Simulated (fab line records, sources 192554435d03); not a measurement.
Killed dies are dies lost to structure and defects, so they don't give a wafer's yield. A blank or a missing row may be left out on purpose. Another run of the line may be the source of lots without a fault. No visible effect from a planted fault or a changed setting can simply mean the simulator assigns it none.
Matching of chambers	flow n5-finfet	N5_FIN_SAQP_FIN_ETCH_36 on rie-si-03: 4 sister chambers
The step etches the open film in HBr/Cl2/O2, target depth 120 nm, time 50.4 s. 16 wafers are shown with their chamber, then 8 later ones without.

== WAFERS WITH THEIR CHAMBER ==
wafer	chamber	throttle-valve-pct (%)	drypump-motor-current-A (A)	oes-product-au (a.u.)
L076.1	3	35.87	5.5	0.993
L076.4	0	35.55	5.6	0.994
L076.5	3	35.91	5.5	0.995
L077.1	3	35.92	5.4	0.980
L077.3	2	36.23	5.7	1.000
L077.5	1	35.83	5.5	0.994
L079.1	3	35.91	5.4	0.978
L079.3	0	35.55	5.5	0.978
L079.5	1	35.84	5.5	0.997
L082.2	2	36.24	5.7	0.998
L082.3	0	35.59	5.6	0.966
L082.5	3	35.91	5.4	0.978
L084.1	2	36.26	5.6	0.996
L084.5	0	35.57	5.5	0.967
L084.6	1	35.84	5.5	0.991
L086.1	3	35.93	5.4	0.973

SIGNATURES (means of the wafers above)
reading	chamber 0	chamber 1	chamber 2	chamber 3	scatter within a chamber
throttle-valve-pct	35.5650	35.8367	36.2433	35.9083	0.0176
drypump-motor-current-A	5.550	5.500	5.667	5.433	0.05
oes-product-au	0.97625	0.99400	0.99800	0.98283	0.00884
Rule: distance of a wafer from a chamber = root of the sum over the readings of ((wafer's reading minus chamber's mean) / reading's scatter) squared. The wafer belongs to the nearest chamber; if the next one is less than 2 further off, it can't be placed. How the scatter is found: for the shown wafers, subtract from each reading the mean of its chamber, square and add these, divide the total by (wafers less chambers), then take the root.

== WAFERS MISSING THEIR CHAMBER ==
wafer	throttle-valve-pct (%)	drypump-motor-current-A (A)	oes-product-au (a.u.)
L086.3	35.82	5.5	0.984
L086.4	35.55	5.5	0.982
L093.3	36.23	5.7	1.004
L093.5	35.57	5.5	0.983
L093.6	35.95	5.4	0.967
L096.4	35.91	5.4	0.983
L096.5	35.92	5.4	0.978
L096.6	35.58	5.5	0.977

== CHAMBER TAKEN BY EACH ==
wafer	from the rows above	in truth
L086.3	1	1
L086.4	0	0
L093.3	2	2
L093.5	0	0
L093.6	3	3
L096.4	3	3
L096.5	3	3
L096.6	0	0
Correct placement for 8 of the 8. Not placeable from these rows: 0. Wrongly placed: 0.
